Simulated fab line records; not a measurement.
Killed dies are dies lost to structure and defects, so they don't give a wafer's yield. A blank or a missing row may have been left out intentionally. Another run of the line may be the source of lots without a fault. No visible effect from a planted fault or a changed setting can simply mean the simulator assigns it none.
Struck lot and sound lot, side by side    flow nandHarc    13 steps out of a route of 1159
Sound: wafers L943.4, L943.5, L943.6. Wafers struck: L951.2, L951.5, L951.6. The cause is given at the end.
For every step that has rows: the tool of each side, followed by ch and its chambers, followed by its first start. Under that, the readings that differ: sound wafers    struck wafers    difference of the means    sigmas: that difference in standard deviations of wafers without a fault.
alike: readings with means less than 2 such deviations apart, plus words and numbers identical on both sides. not compared: withheld readings, readings lacking a value on some wafer, bounds such as >300 that could conceal the same value, and numbers that have no deviation in the record and whose values overlap.
A row with sigmas, a row that says differs or no value, or rows on one side alone: a step with any of these is where the two part. Numbers that have no deviation but don't overlap get no sigmas and don't part them. Lack of a reading on every wafer of one side parts them only where that side has two or more wafers.

NHARC_A_SOURCE_PLATE_THK_MEAS_09: measures by ellipsometry.
  sound on filmMetro-02 at day 7 07:58; struck on filmMetro-01 at day 9 05:38
  alike: thkNm
then, 3 steps without rows for these wafers: NHARC_A_SOURCE_PLATE_PVD_04 (deposits WSi2, target thk 50 nm); NHARC_A_SOURCE_PLATE_CVD_03 (deposits poly-Si, target thk 200 nm, time 4000 s); NHARC_A_SOURCE_PLATE_ANNEAL_05 (time 1800 s).
NHARC_A_SOURCE_PLATE_THK_MEAS_06: measures by ellipsometry.
  sound on filmMetro-02 at day 7 22:25; struck on filmMetro-02 at day 9 18:53
  alike: thkNm
NHARC_A_SOURCE_PLATE_INSPECT_08:
  sound on defectInspect-02 at day 7 22:30; struck on defectInspect-01 at day 9 18:56
  alike: rawDefectCount
then, 1 step without rows for these wafers: NHARC_A_ONON_D1_DEP_00 (target thk 1000 nm).
NHARC_A_ONON_D1_THK_MEAS_02: measures by ellipsometry.
  sound on filmMetro-02 at day 7 23:05; struck on filmMetro-02 at day 9 19:31
  alike: thkNm
then, 1 step without rows for these wafers: NHARC_A_ONON_D1_DEP_03 (target thk 1000 nm).
NHARC_A_ONON_D1_THK_MEAS_05: measures by ellipsometry.
  sound on filmMetro-01 at day 7 23:38; struck on filmMetro-01 at day 9 20:05
reading     sound        struck          difference  sigmas
thkNm (nm)  996 997 996  1016 1017 1015  +20         +2
NHARC_A_ONON_D1_DEP_06: target thk 1000 nm.
  sound on pecvdOnon-04 ch 0, day 7 23:52; struck on pecvdOnon-04 ch 0, day 9 20:12
reading             sound           struck          difference  sigmas
n2oFlowSccm (sccm)  2004 2003 2003  2394 2394 2393  +390        +67
NHARC_A_ONON_D1_THK_MEAS_08: measures by ellipsometry.
  sound on filmMetro-02 at day 8 00:13; struck on filmMetro-01 at day 9 20:40
reading     sound           struck       difference  sigmas
thkNm (nm)  1006 1006 1006  982 982 982  -24         -2
-- break in the record here, with 11 days between the starts of the struck wafers on either side (left off in module A_ONON_D1, picked up again in module END, where the first step shown is number 1159 on the route) --
NHARC_END_SORT_01:
  only the struck wafers appear in the record here, on prober-02 ch 0 at day 20 22:56; the sound ones have no rows

WHERE THEY PART
Last at NHARC_END_SORT_01 as far as this record goes, first at NHARC_A_ONON_D1_THK_MEAS_05.

WHY: the cause the simulator had injected
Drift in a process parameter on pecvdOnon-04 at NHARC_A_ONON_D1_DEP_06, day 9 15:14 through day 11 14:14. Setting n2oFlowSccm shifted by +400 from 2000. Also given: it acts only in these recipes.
